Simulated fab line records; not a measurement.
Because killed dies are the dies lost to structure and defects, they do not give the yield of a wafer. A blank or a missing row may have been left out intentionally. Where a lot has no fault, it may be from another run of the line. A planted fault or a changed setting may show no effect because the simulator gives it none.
fab line records	flow n5_finfet
record lots=6	wafers=18	last_day=18
route steps=1938 shown BEOL_M1@802 BEOL_M4@1111 PASSIVATION@1936
lots that met no fault: from a run of the same line without faults
start_h: the number of hours between the record's first day and the start of the first shown wafer of the lot	wait_h: hours since the lot's step before	" same as the row above	L1.1+2: a row that stands for several wafers	- no value, or no start given	* or withheld: withheld	< > ~ a bound
route shown NAME@n: NAME is a module with steps in the file, n the number in the route of the first one	usual: mean/standard deviation of fault-free wafers	same: alike in all rows	chamber/n: place in a boat	sites: each site's reading	_std_site: their standard deviation	_edge_site: mean of outer sites minus mean of inner sites	radius_mm: how far each site lies from the wafer's centre	mask NAME#n: copy n	behind: the tool/chamber that last shaped the wafer	hold: cause of the lot's hold/its duration in hours/its outcome	device: the transistor (n, p or np) that didn't switch	end of line: tests run on the same wafers once the route is complete	for a step that has no rows: nothing shown but its recipe	killed: dies that structure and defects cost at the first sort, which is not the same as the wafer's yield	map: a wafer's dies, marking killed ones x, the rest . and places with no die _
set.NAME: the setting that was run; set.NAME@STEP: the one run at that earlier step	model.NAME: the simulator's own value behind a step, which no gauge read
lots at some steps of the route; a table a step, a row a wafer
services: from which hour (start_h, from the record's first day; less than 0 if before it) a tool's chamber was out of use, for how many hours, and why
## steps
# step N5_BEOL_M1_STRIP_97
# recipe chemistry=N2/H2	time_s=10	power_w=450	temp_c=40	pressure_mtorr=20	rf_frequency_hz=6e+07	bias_power_w=7	n2_flow_sccm=200	h2_flow_sccm=200
# usual drypump_motor_current_A=5.6/0.37	oes_product_au=0.82/0.082	rf_vpp_V=59.3/0.9	showerhead_plenum_p_Torr=2.59/0.092	throttle_valve_pct=23.60/0.29
lot.wafer	tool	chamber	start_h	wait_h	drypump_motor_current_A	oes_product_au	rf_hours_counter_h	rf_vpp_V	showerhead_plenum_p_Torr	throttle_valve_pct
L574.3	rie_diel-03	1	-	-	5.9	0.90	26	59.1	2.58	23.55
L574.5	"	3	"	"	4.8	0.88	-	59.3	2.48	23.76
L574.6	"	2	"	"	5.4	0.85	-	60.5	2.68	23.93
L577.1	rie_diel-04	3	-	-	6.5	0.71	206	57.2	2.41	23.64
L577.3	"	1	"	"	5.7	0.85	62	58.9	2.47	23.45
L577.6	"	3	"	"	6.5	0.71	-	58.7	2.41	23.63
L587.3	rie_diel-01	3	-	-	5.4	0.86	59	58.9	2.58	23.54
L587.4	"	1	"	"	6.0	0.85	-	59.1	2.69	23.10
L587.6	"	0	"	"	5.1	0.85	-	59.0	2.69	23.96
L588.1	rie_diel-01	0	-	-	5.1	0.86	61	58.3	2.69	23.95
L588.2	"	3	"	"	5.4	0.86	61	59.2	2.58	23.54
L588.4	"	1	"	"	6.0	0.85	46	60.1	2.69	23.12
L593.1	rie_diel-04	1	-	-	5.7	0.82	91	59.8	2.46	23.49
L593.2	"	2	"	"	5.8	0.67	249	60.1	2.60	23.76
L593.6	"	1	"	"	5.7	0.81	-	57.9	2.46	23.50
L594.1	rie_diel-01	3	-	-	5.4	0.84	78	60.4	2.57	23.56
L594.2	"	1	"	"	6.0	0.82	66	58.0	2.68	23.14
L594.6	"	0	"	"	5.1	0.83	-	62.2	2.68	23.99
# step N5_BEOL_M1_OCD_MEAS_38
# usual trench_depth_nm=55.5/0.85
lot.wafer	tool	chamber	start_h	wait_h	trench_depth_nm
L574.3	ocd-01	-	136.73	-	55.7
L574.5	"	-	"	"	55.6
L574.6	"	-	"	"	55.3
L577.1	ocd-02	-	154.21	-	54.7
L577.3	"	-	"	"	54.8
L577.6	"	-	"	"	54.8
L587.3	ocd-01	-	219.36	-	56.9
L587.4	"	-	"	"	55.7
L587.6	"	-	"	"	54.9
L588.1	ocd-01	-	223.86	-	54.9
L588.2	"	-	"	"	56.7
L588.4	"	-	"	"	55.6
L593.1	ocd-02	-	254.72	-	54.7
L593.2	"	-	"	"	54.9
L593.6	"	-	"	"	55.3
L594.1	ocd-01	-	275.72	-	56.9
L594.2	"	-	"	"	55.0
L594.6	"	-	"	"	55.3
# step N5_BEOL_M1_HM_STRIP_39
# recipe chemistry=peroxide_tin_strip	material=TiN	target_depth_a=250	temp_c=50	time_s=158
# step N5_BEOL_M1_SRD_40
# recipe time_s=30	temp_c=23	rinse_liquid=diw	dry=ipa_marangoni
# step N5_BEOL_M1_PRECLEAN_42
# recipe chemistry=residue_remover	time_s=60	temp_c=40
# step N5_BEOL_M1_SRD_43
# recipe time_s=30	temp_c=23	rinse_liquid=diw	dry=ipa_marangoni
# step N5_BEOL_M1_CD_MEAS_35
# recipe target_cd_nm=18	target_cd_y_nm=21	polarity=opening
# usual cd_nm=17.98/0.29
lot.wafer	tool	chamber	start_h	wait_h	cd_nm
L574.3	cd_sem-02	-	136.89	0.0	18.26
L574.5	"	-	"	"	17.62
L574.6	"	-	"	"	17.80
L577.1	cd_sem-03	-	154.37	0.0	18.27
L577.3	"	-	"	"	17.89
L577.6	"	-	"	"	18.26
L587.3	cd_sem-02	-	219.53	0.0	17.77
L587.4	"	-	"	"	18.24
L587.6	"	-	"	"	18.17
L588.1	cd_sem-02	-	224.01	0.0	18.21
L588.2	"	-	"	"	18.12
L588.4	"	-	"	"	17.41
L593.1	cd_sem-03	-	254.87	0.0	17.88
L593.2	"	-	"	"	18.16
L593.6	"	-	"	"	17.92
L594.1	cd_sem-01	-	275.87	0.0	18.11
L594.2	"	-	"	"	17.91
L594.6	"	-	"	"	17.97
# step N5_BEOL_M1_DEGAS_44
# recipe ambient=vacuum	temp_c=250	time_s=60
# usual heater_power_w=332/34
lot.wafer	tool	chamber	start_h	wait_h	heater_power_w
L574.3	pvd_sputter-03	-	137.11	0.2	334
L574.5	"	-	"	"	274
L574.6	"	-	"	"	341
L577.1	pvd_sputter-01	-	154.46	0.1	316
L577.3	"	-	"	"	337
L577.6	"	-	"	"	324
L587.3	pvd_sputter-01	-	219.73	0.2	343
L587.4	"	-	"	"	353
L587.6	"	-	"	"	401
L588.1	pvd_sputter-03	-	224.30	0.3	338
L588.2	"	-	"	"	272
L588.4	"	-	"	"	346
L593.1	pvd_sputter-01	-	254.92	0.0	340
L593.2	"	-	"	"	394
L593.6	"	-	"	"	397
L594.1	pvd_sputter-01	-	276.27	0.4	405
L594.2	"	-	"	"	340
L594.6	"	-	"	"	335
# step N5_BEOL_M1_PRE_CLEAN_45
# recipe gas=H2/He	time_s=30	temp_c=250
# usual heater_power_w=333/34
lot.wafer	tool	chamber	start_h	wait_h	heater_power_w
L574.3	pvd_sputter-03	-	137.15	0.0	340
L574.5	"	-	"	"	271
L574.6	"	-	"	"	337
L577.1	pvd_sputter-01	-	154.50	0.0	322
L577.3	"	-	"	"	348
L577.6	"	-	"	"	318
L587.3	pvd_sputter-01	-	219.77	0.0	337
L587.4	"	-	"	"	348
L587.6	"	-	"	"	404
L588.1	pvd_sputter-03	-	224.34	0.0	347
L588.2	"	-	"	"	278
L588.4	"	-	"	"	335
L593.1	pvd_sputter-01	-	254.96	0.0	332
L593.2	"	-	"	"	399
L593.6	"	-	"	"	402
L594.1	pvd_sputter-01	-	276.31	0.0	400
L594.2	"	-	"	"	346
L594.6	"	-	"	"	337
# step N5_BEOL_M1_ALD_84
# recipe material=TaN	target_thk_a=*	temp_c=275	ald_precursor_family=PDMAT	ald_co_reactant=NH3	pressure_torr=3	carrier_flow_sccm=1500	pulse_time_s=2	purge_time_s=3	co_reactant_purge_time_s=2	co_reactant_pulse_time_s=3	ald_cycles=30	precursor_vessel_temp_c=75	precursor_vessel_pressure_torr=26.25	precursor_vessel_carrier_sccm=1000
# step N5_BEOL_M1_SURFACE_TREAT_85
# recipe gas=Ar	time_s=*	ion_energy_ev=*	ion_current_ma_cm2=0.5	pressure_mtorr=*	ar_flow_sccm=30
# usual throttle_valve_pct=*
lot.wafer	tool	chamber	start_h	wait_h	throttle_valve_pct
L574.3	pvd_sputter-01	-	137.44	0.1	*
L574.5	"	-	"	"	*
L574.6	"	-	"	"	*
L577.1	pvd_sputter-03	-	154.78	0.1	*
L577.3	"	-	"	"	*
L577.6	"	-	"	"	*
L587.3	pvd_sputter-01	-	220.49	0.5	*
L587.4	"	-	"	"	*
L587.6	"	-	"	"	*
L588.1	pvd_sputter-03	-	224.64	0.1	*
L588.2	"	-	"	"	*
L588.4	"	-	"	"	*
L593.1	pvd_sputter-01	-	255.24	0.1	*
L593.2	"	-	"	"	*
L593.6	"	-	"	"	*
L594.1	pvd_sputter-03	-	276.78	0.3	*
L594.2	"	-	"	"	*
L594.6	"	-	"	"	*
# step N5_BEOL_M1_CVD_47
# recipe material=Co	target_thk_a=30	temp_c=withheld	precursor=CCTBA/H2	pressure_torr=30	time_s=223.8
# step N5_BEOL_M1_SPUTTER_48
# recipe material=Cu	target_thk_a=45	temp_c=-20	chamber_pressure_pa=0.07	power_w=withheld	time_s=8.29
# usual chamber_pressure_pa=0.06998/0.00013	chuck_gas_flow_sccm=1.27/0.052	throttle_valve_pct=29.6/0.94
lot.wafer	tool	chamber	start_h	wait_h	chamber_pressure_pa	chuck_gas_flow_sccm	throttle_valve_pct
L574.3	pvd_sputter-01	-	137.68	0.1	0.07001	1.32	29.1
L574.5	"	-	"	"	0.07017	1.35	30.0
L574.6	"	-	"	"	0.06999	1.23	28.8
L577.1	pvd_sputter-01	-	155.08	0.2	0.07002	1.30	28.9
L577.3	"	-	"	"	0.06986	1.32	30.2
L577.6	"	-	"	"	0.07001	1.24	30.2
L587.3	pvd_sputter-01	-	220.76	0.1	-	-	-
L587.4	"	-	"	"	-	-	-
L587.6	"	-	"	"	-	-	-
L588.1	pvd_sputter-01	-	224.90	0.1	-	-	-
L588.2	"	-	"	"	-	-	-
L588.4	"	-	"	"	-	-	-
L593.1	pvd_sputter-02	-	255.48	0.1	0.06998	1.20	30.5
L593.2	"	-	"	"	0.07013	1.20	29.9
L593.6	"	-	"	"	0.06996	1.30	29.7
L594.1	pvd_sputter-01	-	277.22	0.1	0.07002	1.29	28.9
L594.2	"	-	"	"	0.07014	1.23	29.9
L594.6	"	-	"	"	0.06988	1.32	29.1
# step N5_BEOL_M1_ANNEAL_49
# recipe temp_c=400	time_s=240	ambient=vacuum
# usual heater_power_w=830/84
lot.wafer	tool	chamber	start_h	wait_h	heater_power_w
L574.3	pvd_sputter-01	-	137.76	0.0	817
L574.5	"	-	"	"	996
L574.6	"	-	"	"	809
L577.1	pvd_sputter-01	-	155.16	0.0	780
L577.3	"	-	"	"	840
L577.6	"	-	"	"	830
L587.3	pvd_sputter-01	-	220.84	0.0	829
L587.4	"	-	"	"	794
L587.6	"	-	"	"	1014
L588.1	pvd_sputter-01	-	224.98	0.0	992
L588.2	"	-	"	"	798
L588.4	"	-	"	"	866
L593.1	pvd_sputter-02	-	255.56	0.0	743
L593.2	"	-	"	"	748
L593.6	"	-	"	"	945
L594.1	pvd_sputter-01	-	277.30	0.0	860
L594.2	"	-	"	"	833
L594.6	"	-	"	"	855
# step N5_BEOL_M4_RC_MEAS_101
# usual DIBL_N=36.4/1.3	DIBL_P=36.5/1.7	IOFF_N=0.154/0.022	IOFF_P=0.202/0.025	ION_N=671/9.8	ION_P=460/6.8	SS_N=71.6/0.54	SS_P=73.4/0.58	VT_N=250.9/2.8	VT_P=-251.4/2.7
lot.wafer	tool	chamber	start_h	wait_h	DIBL_N[mV/V]	DIBL_P[mV/V]	IOFF_N[nA/um]	IOFF_P[nA/um]	ION_N[uA/um]	ION_P[uA/um]	SS_N[mV/dec]	SS_P[mV/dec]	VT_N[mV]	VT_P[mV]
L574.3	prober-02	0	175.91	0.3	38.6	38.6	0.195	0.227	683	461	72.3	74.1	248.4	-252.8
L574.5	"	0	"	"	36.7	36.6	0.159	0.193	674	454	71.5	73.1	252.6	-253.6
L574.6	"	0	"	"	35.7	35.6	0.140	0.183	666	453	71.4	73.6	252.6	-255.7
L577.1	prober-02	0	194.30	0.0	35.8	36.5	0.143	0.203	672	466	71.7	73.2	252.8	-251.1
L577.3	"	0	"	"	38.1	39.0	0.183	0.240	677	465	72.5	73.4	246.3	-250.3
L577.6	"	0	"	"	36.5	37.6	0.154	0.214	682	471	71.0	72.7	251.1	-248.0
L587.3	prober-01	0	261.55	0.3	38.4	39.2	0.214	0.277	691	468	72.1	74.0	245.4	-247.7
L587.4	"	0	"	"	36.5	35.6	0.162	0.218	676	462	71.5	72.8	249.8	-249.8
L587.6	"	0	"	"	35.8	35.1	0.151	0.196	667	457	71.7	73.3	250.2	-249.2
L588.1	prober-01	0	265.32	0.0	34.6	35.4	0.134	0.196	679	465	70.9	73.0	254.6	-249.5
L588.2	"	0	"	"	35.8	36.9	0.158	0.220	670	462	71.7	73.2	252.0	-248.9
L588.4	"	0	"	"	33.5	34.3	0.123	0.190	656	456	71.3	72.8	255.7	-250.8
L593.1	prober-02	0	287.30	0.0	36.3	38.6	0.164	0.216	668	460	72.2	73.7	250.2	-250.6
L593.2	"	0	"	"	36.8	39.9	0.183	0.232	689	467	72.2	74.2	248.2	-252.3
L593.6	"	0	"	"	37.6	40.3	0.190	0.243	678	461	71.9	74.7	247.6	-248.9
L594.1	prober-01	0	310.67	0.0	33.7	33.9	0.121	0.185	672	463	70.7	72.6	252.3	-248.9
L594.2	"	0	"	"	34.9	35.8	0.146	0.217	684	471	71.2	73.6	250.0	-247.5
L594.6	"	0	"	"	34.2	34.5	0.128	0.194	663	464	70.9	72.4	251.7	-248.6
# step N5_PASSIVATION_PROBE_49
# usual defect_limited_yield=91.1/1.3	killed_at_M0_to_M3=34/10	killed_at_M4_up=14/5.7	killed_at_contacts=12/5.9	killed_at_front_end=41/12	killed_at_other=4/3.1	killed_dies=105/15	killed_open=69/11	killed_short=35/7.8	sort_bin_5_function=5.3/0.81	sort_bin_6_memory=3.3/0.75	sort_n_pass=1075/15	sort_yield_pct=91.1/1.3
# same gross_dies=1180	killed_at_back_side=0	sort_bin_4_leakage[%]=0	sort_bin_8_speed[%]=0
lot.wafer	tool	chamber	start_h	wait_h	defect_limited_yield[%]	killed_at_M0_to_M3	killed_at_M4_up	killed_at_contacts	killed_at_front_end	killed_at_other	killed_dies	killed_open	killed_short	sort_bin_5_function[%]	sort_bin_6_memory[%]	sort_n_pass	sort_yield_pct[%]
L588.1	prober-02	-	363.58	0.0	89.2	57	20	12	36	2	127	72	41	5.8	4.7	1053	89.2
L588.2	prober-02	-	363.63	0.1	91.8	31	15	9	39	3	97	62	24	5.0	3.1	1083	91.8
L588.4	prober-02	-	363.73	0.2	88.6	52	9	14	48	11	134	86	34	6.7	3.7	1046	88.6
L587.3	prober-02	-	368.59	0.5	91.7	47	14	8	27	2	98	53	27	5.1	3.1	1082	91.7
L587.4	prober-02	-	368.64	0.5	91.3	35	18	13	34	3	103	62	31	5.4	3.1	1077	91.3
L587.6	prober-02	-	368.74	0.6	89.9	42	23	8	42	4	119	67	45	5.9	3.8	1061	89.9
# killed by level:class
L588.1 BEOL_M0_SAQP:geometric_particle:open=14 BEOL_M0_SAQP:geometric_particle:short=12 BEOL_M1:interface_void_opened=12 MOL_CONTACT_COAG:geometric_particle:open=10 STI_FIN_REVEAL:geometric_particle:open=6 DUMMY_GATE:geometric_particle:open=6 BEOL_M1:geometric_particle:open=6 FIN_SAQP:geometric_particle:short=5
L588.2 STI_FIN_REVEAL:geometric_particle:open=12 BEOL_M1:interface_void_opened=10 BEOL_M4:geometric_particle:open=9 MOL_CONTACT_COAG:geometric_particle:open=7 BEOL_M0_SAQP:geometric_particle:open=6 BEOL_M1:geometric_particle:open=5 FIN_SAQP:geometric_particle:open=4 FIN_SAQP:geometric_particle:short=4
L588.4 STI_FIN_REVEAL:geometric_particle:open=15 MOL_CONTACT_COAG:geometric_particle:open=12 BEOL_M3:geometric_particle:open=10 FIN_SAQP:geometric_particle:open=9 BEOL_M1:geometric_particle:open=9 BEOL_M1:interface_void_opened=9 BEOL_M0_SAQP:geometric_particle:open=8 BEOL_M0_SAQP:geometric_particle:short=8
L587.3 BEOL_M1:interface_void_opened=18 BEOL_M1:geometric_particle:open=9 BEOL_M4:geometric_particle:open=9 FIN_SAQP:geometric_particle:open=7 MOL_CONTACT_COAG:geometric_particle:open=7 BEOL_M0_SAQP:geometric_particle:short=7 GATE_CUT:geometric_particle:short=5 ILD0:geometric_particle:short=5
L587.4 FIN_SAQP:geometric_particle:open=10 MOL_CONTACT_COAG:geometric_particle:open=10 BEOL_M1:interface_void_opened=10 BEOL_M1:geometric_particle:open=10 BEOL_M4:geometric_particle:open=8 BEOL_M0_SAQP:geometric_particle:short=4 BEOL_M1:geometric_particle:short=4 BEOL_M6:geometric_particle:open=4
L587.6 BEOL_M4:geometric_particle:open=12 BEOL_M0_SAQP:geometric_particle:short=11 BEOL_M0_SAQP:geometric_particle:open=7 FIN_SAQP:geometric_particle:open=6 FIN_SAQP:geometric_particle:short=6 MOL_CONTACT_COAG:geometric_particle:open=6 BEOL_M1:geometric_particle:open=6 BEOL_M1:interface_void_opened=6
## services
tool	chamber	start_h	hours	kind
pvd_sputter-03	-	119.61	1.0	repair
rie_diel-04	3	120.72	9.8	repair
rie_diel-03	2	147.89	8.5	repair
rie_diel-04	-	150.63	0.2	repair
rie_diel-01	2	163.08	6.8	repair
rie_diel-04	0	179.56	5.8	repair
rie_diel-04	3	185.77	45.5	repair
rie_diel-01	2	199.95	-	clean
rie_diel-01	2	199.95	-	consumable_replace:focus_ring
rie_diel-01	2	199.95	21.3	scheduled_down
rie_diel-01	2	199.95	21.3	vent_cycle
pvd_sputter-02	-	222.72	1.7	repair
rie_diel-04	-	226.56	15.6	pm
rie_diel-04	0	242.16	-	clean
rie_diel-04	0	242.16	-	consumable_replace:focus_ring
rie_diel-04	0	242.16	16.1	scheduled_down
rie_diel-04	0	242.16	16.1	vent_cycle
rie_diel-04	1	246.44	6.6	repair
rie_diel-04	2	248.61	3.7	repair
rie_diel-04	2	258.24	-	clean
rie_diel-04	2	258.24	-	consumable_replace:focus_ring
rie_diel-04	2	258.24	21.9	scheduled_down
rie_diel-01	0	269.66	2.1	repair
rie_diel-01	0	275.75	4.7	repair
## key
first_sign step=N5_BEOL_M1_SPUTTER_48	reading=tool_record	direction=missing
effect none on later readings
met_at N5_BEOL_M1_SPUTTER_48
struck_wafers L587.3,L587.4,L587.6,L588.1,L588.2,L588.4
onset_between 155.08 220.76
fault kind=skipped_step_whole	tool=pvd_sputter-01	chamber=-	onset_h=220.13	steps=N5_BEOL_M1_SPUTTER_48	scope=struck_lots_only
